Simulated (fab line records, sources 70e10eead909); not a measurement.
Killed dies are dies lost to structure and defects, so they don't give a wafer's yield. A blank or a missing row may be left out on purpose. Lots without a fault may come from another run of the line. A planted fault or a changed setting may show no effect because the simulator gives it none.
Chamber matching | flow nand_harc | NHARC_P_BONDPAD_STRIP_15 on rie_diel-01: 4 sister chambers
The step strips in O2. 8 wafers are shown with their chamber, then 8 later ones without.

WAFERS WITH THEIR CHAMBER
wafer  | chamber | drypump_motor_current_A (A) | oes_product_au (a.u.)
L076.5 | 0       | 5.1                         | 0.994
L079.6 | 3       | 5.4                         | 1.009
L080.2 | 3       | 5.3                         | 1.021
L080.4 | 1       | 5.2                         | 1.001
L089.1 | 1       | 5.2                         | 0.976
L089.2 | 0       | 5.1                         | 0.998
L089.3 | 2       | 5.7                         | 0.985
L094.1 | 2       | 5.8                         | 0.992

WAFERS WITHOUT THEIR CHAMBER
wafer  | drypump_motor_current_A (A) | oes_product_au (a.u.)
L094.2 | 5.4                         | 1.003
L094.5 | 5.7                         | 0.987
L095.3 | 5.4                         | 0.983
L095.4 | 5.2                         | 0.988
L095.6 | 5.1                         | 1.000
L095.1 | 5.7                         | 0.977
L095.2 | 5.1                         | 0.998
L095.5 | 5.4                         | 1.001

WHICH CHAMBER EACH WENT THROUGH
wafer  | from the rows above     | in truth
L094.2 | 3                       | 3
L094.5 | 2                       | 2
L095.3 | can't be placed: 3 or 1 | 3
L095.4 | 1                       | 1
L095.6 | can't be placed: 0 or 1 | 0
L095.1 | 2                       | 2
L095.2 | 0                       | 0
L095.5 | 3                       | 3
Placed correctly: 6 of 8. Can't be placed from these rows: 2 (the true chamber is among the candidates in 2). Placed wrongly: 0.
How it was worked out, from the rows above alone: a wafer's distance from a chamber is the root of the sum, over the readings, of the square of ((its reading less the chamber's mean) divided by the reading's scatter). The wafer belongs to the nearest chamber; if the next one is less than 2 further off, it can't be placed. A chamber's mean is the mean of its shown wafers. The scatter: the root of (the sum of the squares of (reading less its chamber's mean) over the shown wafers, divided by (wafers less chambers)).
